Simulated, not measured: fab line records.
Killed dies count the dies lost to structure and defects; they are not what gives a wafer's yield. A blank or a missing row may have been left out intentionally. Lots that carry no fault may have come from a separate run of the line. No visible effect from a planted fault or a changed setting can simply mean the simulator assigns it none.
Matching of chambers ; flow n5 finfet ; N5_BEOL_M4_DESCUM_16 on rie diel-03: 4 sister chambers
The step chemistry O2, time 7 s. 20 wafers are shown with their chamber, then 10 later ones without.

## WAFERS, EACH WITH ITS CHAMBER
wafer;chamber;drypump motor current A (A);showerhead plenum p Torr (Torr);throttle valve pct (%)
L074.1;2;6.0;2.00;20.31
L074.2;1;5.2;2.22;20.03
L074.4;3;5.6;2.13;20.64
L078.2;2;6.0;2.00;20.31
L078.3;1;5.2;2.21;20.05
L078.5;2;6.0;2.00;20.33
L079.1;1;5.2;2.21;20.07
L079.2;0;6.3;2.17;20.74
L079.6;1;5.2;2.21;20.05
L080.1;3;5.6;2.13;20.67
L080.2;2;6.0;1.99;20.31
L080.4;2;6.0;1.99;20.34
L082.1;0;6.3;2.17;20.77
L082.2;1;5.2;2.21;20.07
L082.6;1;5.2;2.21;20.07
L085.1;2;6.0;1.99;20.35
L085.3;0;6.3;2.17;20.79
L085.5;0;6.2;2.17;20.75
L086.1;2;6.0;1.99;20.39
L086.4;3;5.6;2.12;20.69

SIGNATURES (means of the wafers above)
reading;chamber 0;chamber 1;chamber 2;chamber 3;scatter within a chamber
drypump motor current A;6.275;5.200;6.000;5.600;0.0217
showerhead plenum p Torr;2.1700;2.2117;1.9943;2.1267;0.00448
throttle valve pct;20.7625;20.0567;20.3343;20.6667;0.024
Rule: a wafer's distance from a chamber is the root of the sum, over the readings, of the square of ((its reading less the chamber's mean) divided by the reading's scatter). The wafer belongs to the nearest chamber; if the next one is less than 2 further off, it can't be placed. How the scatter is found: for the shown wafers, subtract from each reading the mean of its chamber, square and add these, divide the total by (wafers less chambers), then take the root.

## WAFERS WHOSE CHAMBER IS MISSING
wafer;drypump motor current A (A);showerhead plenum p Torr (Torr);throttle valve pct (%)
L086.5;6.3;2.17;20.77
L088.1;6.3;2.16;20.79
L088.3;5.6;2.12;20.70
L088.6;5.6;2.12;20.70
L092.2;6.0;1.98;20.40
L092.4;6.2;2.16;20.79
L092.5;5.2;2.20;20.12
L093.1;6.0;1.98;20.40
L093.5;6.2;2.16;20.82
L093.6;5.2;2.20;20.11

## CHAMBER TAKEN BY EACH
wafer;from the rows above;in truth
L086.5;0;0
L088.1;0;0
L088.3;3;3
L088.6;3;3
L092.2;2;2
L092.4;0;0
L092.5;1;1
L093.1;2;2
L093.5;0;0
L093.6;1;1
Correct placement for 10 of the 10. From these rows, 0 cannot be placed. Placed wrongly: 0.
